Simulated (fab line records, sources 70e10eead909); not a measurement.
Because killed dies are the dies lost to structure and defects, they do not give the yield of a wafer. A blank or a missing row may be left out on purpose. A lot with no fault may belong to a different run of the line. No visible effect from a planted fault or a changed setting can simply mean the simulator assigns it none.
Code-filled problem report in 8D (eight disciplines) form / flow nand harc / the parts of the form that need people (team, actions taken, sign-off) are left out

== 1. WHAT IS WRONG ==
At NHARC_A_ONON_D1_THK_MEAS_05, thk nm averages 436 nm over 4 wafers from 3 lots, while fault-free wafers read 1000 nm, standard deviation 9.1. Measured from the usual mean, that is -62 standard deviations.
The step: measures by ellipsometry.
Seen first at day 11 01:23 on film metro-02, wafer L674.2. At this step, 42 wafers from 15 lots have a number in the record. Rule for "out" (also "out of limits"): further than 4 standard deviations from the usual mean. Any other wafer with a number is counted as sound.

== 2. WHAT IT IS; WHAT IT IS NOT ==
question=which readings at this step | is=thk nm | is not=-
question=which lots | is=L674, L676, L678 | is not=L662, L663, L664, L665, L666, L667, L668, L669, L670, L671, L673, L684
question=which wafers of those lots | is=L674.2, L676.4, L678.2, L678.4 | is not=L674.3, L676.6
question=read on which gauges | is=film metro-01, film metro-02 | is not=-
question=when | is=from day 11 01:23 | is not=up to then (34 sound wafers); but 4 sound wafers of L676, L684 came after

== 3. SUSPECTS, AND WHAT RULES EACH OUT ==
Counting: if a tool at a process step up to the reading ran every lot that is out, it stays a suspect. Sound lots after the first of them don't rule it out here, since some wafers of a struck lot are sound.
- the gauge at NHARC_A_ONON_D1_THK_MEAS_05 is ruled out. The wafers that are out were read on 2 gauges (film metro-01, film metro-02).
- pecvd onon-03 at NHARC_A_ONON_D1_DEP_03 (target thk 1000 nm): kept. It ran every lot that is out, first L674 (day 11 00:56); its last sound lot up to then is L673 (day 10 05:14).
After counting, what remains is pecvd onon-03 at NHARC_A_ONON_D1_DEP_03.

== 4. THE CAUSE (what the simulator had put in) ==
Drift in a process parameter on pecvd onon-03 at NHARC_A_ONON_D1_DEP_03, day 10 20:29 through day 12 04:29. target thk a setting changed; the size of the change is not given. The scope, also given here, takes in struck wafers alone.
Counting left only this tool.

== 5. SEQUENCE OF EFFECTS, ordered by route ==
One row per reading whose mean, taken over the struck wafers that have a number, lies over 3 standard deviations from the usual. Only readings for which the record gives a usual standard deviation are gone through. hours: the time from each lot's start at the first step in this table that gives one to its start at this step, as a median over the lots. sigmas: the change in usual standard deviations.
hours=0; step=NHARC_A_ONON_D1_THK_MEAS_05; reading=thk nm; usual=1000 nm; on struck wafers=436; change=-564; sigmas=-62
hours=290; step=NHARC_END_SORT_01; reading=killed at array; usual=29; on struck wafers=672; change=+644; sigmas=+58
hours=290; step=NHARC_END_SORT_01; reading=killed dies; usual=33; on struck wafers=677; change=+644; sigmas=+59

== 6. HOW IT WOULD HAVE BEEN CAUGHT EARLIER ==
Counted from the fault's start at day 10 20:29, it took 5 hours until the first out-of-limits reading at a measuring or inspecting step in this record, taken at day 11 01:23.
Of the tool readings at NHARC_A_ONON_D1_DEP_03 for which the record gives a usual standard deviation, none was out on any struck wafer, so an alarm limit of 4 standard deviations on them would not have fired.
L676, L678, from the lots that are out (3), started NHARC_A_ONON_D1_DEP_03 on pecvd onon-03 later than day 11 01:23. A hold on the tool at that time would have spared those 2.
